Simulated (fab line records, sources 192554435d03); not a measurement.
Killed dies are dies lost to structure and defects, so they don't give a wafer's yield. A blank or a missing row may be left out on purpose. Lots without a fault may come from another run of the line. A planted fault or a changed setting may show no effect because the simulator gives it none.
Split-lot experiment | flow n5_finfet | 7 lots, 21 wafers read, on a route of 1938 steps

THE SPLIT
At N5_BEOL_M1_COAT_76 (time 60 s, resist thk 5 nm), the setting spin_rpm was moved away from the recipe's 1500 rpm on 6 of the 21 wafers read, by -7.3% to +8.8%. The other wafers ran this setting at the recipe's value.

FROM THE SPLIT TO THE READING: what the file shows between them, 3 steps
- N5_BEOL_M1_COAT_22: resist thk 30 nm
- N5_BEOL_M1_EBR_24
- N5_BEOL_M1_DESCUM_33: chemistry O2, time 7 s

THE READING
etch.depth_nm (the simulator's own value, which no gauge read), in nm, at N5_BEOL_M1_ETCH_77 (etches underlayer in N2/H2, target depth 6.5 nm, time 5.2 s). The file gives no usual value for it. The 15 wafers here that ran the recipe average 5.003 nm, standard deviation 0.017 nm.

wafer  | tool, chamber at the split | spin_rpm as run, rpm | against the recipe | etch.depth_nm, nm | against lot-mates on the recipe
L075.1 | litho_track-03, 0          | 1553                 | +3.5%              | 4.928             | -0.086
L075.3 | litho_track-03, 0          | 1500                 | recipe             | 5.019             | -
L075.4 | litho_track-03, 0          | 1500                 | recipe             | 5.009             | -
L074.3 | litho_track-03, 0          | 1500                 | recipe             | 4.98              | -
L074.4 | litho_track-03, 0          | 1600                 | +6.7%              | 4.82              | -0.165
L074.6 | litho_track-03, 0          | 1500                 | recipe             | 4.989             | -
L077.1 | litho_track-03, 0          | 1390                 | -7.3%              | 5.196             | +0.193
L077.3 | litho_track-03, 0          | 1390                 | -7.3%              | 5.195             | +0.192
L077.6 | litho_track-03, 0          | 1500                 | recipe             | 5.003             | -
L085.2 | litho_track-04, 0          | 1500                 | recipe             | 5.021             | -
L085.3 | litho_track-04, 0          | 1500                 | recipe             | 5.008             | -
L085.4 | litho_track-04, 0          | 1500                 | recipe             | 5.038             | -
L086.2 | litho_track-04, 0          | 1500                 | recipe             | 5.003             | -
L086.3 | litho_track-04, 0          | 1500                 | recipe             | 5.019             | -
L086.5 | litho_track-04, 0          | 1500                 | recipe             | 5.005             | -
L089.1 | litho_track-03, 0          | 1500                 | recipe             | 4.97              | -
L089.4 | litho_track-03, 0          | 1500                 | recipe             | 4.984             | -
L089.6 | litho_track-03, 0          | 1500                 | recipe             | 4.994             | -
L093.1 | litho_track-05, 0          | 1632                 | +8.8%              | 4.798             | -0.204
L093.5 | litho_track-05, 0          | 1632                 | +8.8%              | 4.8               | -0.202
L093.6 | litho_track-05, 0          | 1500                 | recipe             | 5.002             | -

THE FIT
A straight line over all 21 wafers: etch.depth_nm changes by -0.0248 nm for each +1% of spin_rpm; r = -0.99; the points scatter about the line by 0.017 nm.
The same after taking each lot's own level away (the mean of its wafers on the recipe; 21 wafers): -0.0245 nm for each +1%; r = -1.00; scatter 0.0089 nm.
On that fit, the largest move of spin_rpm shifts the reading by 0.22 nm.
The lots' own levels span 4.9827 to 5.0223 nm, that is 2.3 times the standard deviation above.
So the lot-to-lot level changes the slope little: the two slopes agree.
Check: with one of the wafers moved furthest among these (+8.8%) left out of the fit, the line predicts -0.217 nm for it against its lot-mates. It came out at -0.204 nm against them.

THE FILE'S OWN FIT
etch.depth_nm changes by -0.0244 nm for each +1% of spin_rpm, r = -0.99.
